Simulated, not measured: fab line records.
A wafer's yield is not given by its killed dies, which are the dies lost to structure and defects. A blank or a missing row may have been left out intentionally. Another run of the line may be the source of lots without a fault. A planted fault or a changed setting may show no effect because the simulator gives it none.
fab line records + flow nandHarc
record
- lots=7
- wafers=21
- lastDay=25
route steps=1159 shown P_START@1 P_ZERO_WELL@2
lots that met no fault: from a run of the same line without faults
startH: hours from the record's first day to the start of the lot's first wafer shown + waitH: time in hours since the lot's previous step + " same as the row above + L1.1+2: one row covering several wafers at once + - either no value or no given start + * or withheld: withheld + < > ~ a bound
route shown NAME@n: names a module that has steps shown in the file, with the first one's number in the route + usual: mean/standard deviation taken from wafers without a fault + same: alike in all rows + chamber/n: place in a boat + sites: readings site by site + _std_site: their standard deviation + _edge_site: the outer-site mean with the inner-site mean subtracted + radiusMm: how far each site lies from the wafer's centre + mask NAME#n: copy n + behind: tool/chamber where the wafer was last shaped + hold: what put the lot on hold/how long, in hours/how the hold closed + device: the n, p or np transistor that did not switch + end of line: tests of these same wafers at the route's end + a step without rows: its recipe alone + killed: dies that structure and defects cost at the first sort, which is not the same as the wafer's yield + map: a wafer's dies, marking killed ones x, the rest . and places with no die _
set.NAME: the run value of the setting; set.NAME@STEP: its run value at that earlier step + model.NAME: the simulator's own value behind a step, which no gauge read
lots at selected steps of the route; one table per step, one row per wafer
services: from which hour (startH, from the record's first day; less than 0 if before it) a tool's chamber was out of use, for how many hours, and why
## steps
# step NHARC_P_START_INSPECT_01
# usual
- rawDefectCount=3.5/1.8
| lot.wafer | tool             | chamber | startH | waitH | rawDefectCount |
|-----------|------------------|---------|--------|-------|----------------|
| L777.3    | defectInspect-01 | -       | 36.04  | -     | 2              |
| L777.5    | "                | -       | "      | "     | 3              |
| L777.6    | "                | -       | "      | "     | 7              |
| L779.2    | defectInspect-02 | -       | 48.04  | -     | 3              |
| L779.4    | "                | -       | "      | "     | 4              |
| L779.5    | "                | -       | "      | "     | 4              |
| L784.2    | defectInspect-02 | -       | 78.04  | -     | 2              |
| L784.3    | "                | -       | "      | "     | 3              |
| L784.5    | "                | -       | "      | "     | 9              |
| L790.2    | defectInspect-02 | -       | 114.04 | -     | 4              |
| L790.5    | "                | -       | "      | "     | 4              |
| L790.6    | "                | -       | "      | "     | 5              |
| L791.1    | defectInspect-01 | -       | 120.04 | -     | 5              |
| L791.2    | "                | -       | "      | "     | 2              |
| L791.3    | "                | -       | "      | "     | 2              |
| L792.2    | defectInspect-02 | -       | 126.04 | -     | 7              |
| L792.5    | "                | -       | "      | "     | 4              |
| L792.6    | "                | -       | "      | "     | 6              |
| L796.3    | defectInspect-02 | -       | 150.04 | -     | 3              |
| L796.5    | "                | -       | "      | "     | 3              |
| L796.6    | "                | -       | "      | "     | 6              |
# step NHARC_P_ZERO_WELL_PRECLEAN_00
# recipe
- timeS=600
- tempC=120
- chemistry=SPM
# step NHARC_P_ZERO_WELL_SRD_01
# step NHARC_P_ZERO_WELL_PECVD_02
# recipe
- targetThkA=100
- tempC=400
- pressureTorr=6.5
- rfW=withheld
- teosFlowSccm=withheld
- flowSccm=2650
- targetThkNm=10
- gas=O2
- material=SiO2
# step NHARC_P_ZERO_WELL_DEHYDRATE_03
# recipe
- tempC=150
- timeS=120
# step NHARC_P_ZERO_WELL_HMDS_04
# recipe
- timeS=30
# step NHARC_P_ZERO_WELL_COAT_64
# recipe
- tempC=200
- timeS=65
# step NHARC_P_ZERO_WELL_COAT_05
# recipe
- spinRpm=2000
- resistThkNm=600
# step NHARC_P_ZERO_WELL_SOFTBAKE_06
# recipe
- tempC=125
- timeS=70
# step NHARC_P_ZERO_WELL_EBR_07
# step NHARC_P_ZERO_WELL_EXPOSE_08
# recipe
- na=0.55
- targetCdNm=500
- doseMj=33.8
- maskId=P_ZERO
# usual
- exposureDoseMJCm2=33.78/0.041
- focusOffsetNm=0.1/0.55
| lot.wafer | tool          | chamber | startH | waitH | mask     | exposureDoseMJCm2 | focusOffsetNm |
|-----------|---------------|---------|--------|-------|----------|-------------------|---------------|
| L777.3    | krfScanner-01 | 0       | 37.11  | -     | P_ZERO#0 | 33.78             | 0.1           |
| L777.5    | "             | 0       | "      | "     | P_ZERO#0 | 33.77             | -0.2          |
| L777.6    | "             | 0       | "      | "     | P_ZERO#0 | 33.80             | -0.1          |
| L779.2    | krfScanner-04 | 0       | 49.09  | -     | P_ZERO#0 | 33.76             | 0.2           |
| L779.4    | "             | 0       | "      | "     | P_ZERO#0 | 33.82             | 1.1           |
| L779.5    | "             | 0       | "      | "     | P_ZERO#0 | 33.78             | 0.0           |
| L784.2    | krfScanner-01 | 0       | 79.09  | -     | P_ZERO#0 | 33.77             | 0.1           |
| L784.3    | "             | 0       | "      | "     | P_ZERO#0 | 33.74             | 0.3           |
| L784.5    | "             | 0       | "      | "     | P_ZERO#0 | 33.73             | 0.4           |
| L790.2    | krfScanner-04 | -       | 115.43 | -     | P_ZERO#0 | -                 | -             |
| L790.5    | "             | -       | "      | "     | P_ZERO#0 | -                 | -             |
| L790.6    | "             | -       | "      | "     | P_ZERO#0 | -                 | -             |
| L791.1    | krfScanner-01 | -       | 121.26 | -     | P_ZERO#0 | -                 | -             |
| L791.2    | "             | -       | "      | "     | P_ZERO#0 | -                 | -             |
| L791.3    | "             | -       | "      | "     | P_ZERO#0 | -                 | -             |
| L792.2    | krfScanner-01 | -       | 126.97 | -     | P_ZERO#0 | -                 | -             |
| L792.5    | "             | -       | "      | "     | P_ZERO#0 | -                 | -             |
| L792.6    | "             | -       | "      | "     | P_ZERO#0 | -                 | -             |
| L796.3    | krfScanner-02 | 0       | 151.16 | -     | P_ZERO#0 | 33.75             | 0.4           |
| L796.5    | "             | 0       | "      | "     | P_ZERO#0 | 33.79             | -0.7          |
| L796.6    | "             | 0       | "      | "     | P_ZERO#0 | 33.80             | -0.7          |
# step NHARC_P_ZERO_WELL_PEB_09
# recipe
- pebTempC=128
- pebTimeS=80
## services
| tool          | chamber | startH | hours | kind        |
|---------------|---------|--------|-------|-------------|
| krfScanner-02 | -       | 17.80  | 0.3   | repair      |
| krfScanner-01 | -       | 24.20  | 3.4   | repair      |
| krfScanner-02 | -       | 38.00  | 4.0   | pm          |
| krfScanner-04 | -       | 64.44  | 2.5   | repair      |
| krfScanner-01 | -       | 84.00  | 4.0   | pm          |
| krfScanner-01 | 0       | 95.53  | -     | calibration |
| krfScanner-02 | 0       | 97.44  | -     | calibration |
| krfScanner-02 | -       | 110.69 | 0.6   | repair      |
| krfScanner-01 | -       | 117.44 | 0.5   | repair      |
| krfScanner-04 | -       | 126.00 | 4.0   | pm          |
| krfScanner-04 | -       | 144.19 | 1.7   | repair      |
## key
firstSign
- step=NHARC_P_ZERO_WELL_EXPOSE_08
- reading=toolRecord
- direction=missing
effect none on later readings
metAt NHARC_P_ZERO_WELL_EXPOSE_08
struckWafers L790.2,L790.5,L790.6,L791.1,L791.2,L791.3,L792.2,L792.5,L792.6
laterRowsLeftOut L790.2,L790.5,L790.6,L791.1,L791.2,L791.3,L792.2,L792.5,L792.6
sortLeftOut L790.2,L790.5,L790.6,L791.1,L791.2,L791.3,L792.2,L792.5,L792.6
testerLeftOut L790,L791,L792
onsetBetween 79.09 115.43
fault
- kind=skippedStepWhole
- tool=krfScanner-01,krfScanner-04
- chamber=-
- onsetH=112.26
- steps=NHARC_P_ZERO_WELL_EXPOSE_08
- scope=struckLotsOnly
# testerLeftOut: of these lots the tester's yield and bins aren't shown, on N5 and GAA mostly nor the transistor test; their killed dies are dies lost to structure and defects alone, not to doping, threshold or leakage, so they don't give the yield
# sortLeftOut: the simulated sort isn't trusted on such a fault, so these wafers' sort isn't shown, and their yield isn't known
# laterRowsLeftOut: the simulator's readings of these wafers behind a module that went badly wrong aren't trusted and aren't shown, but for the sort
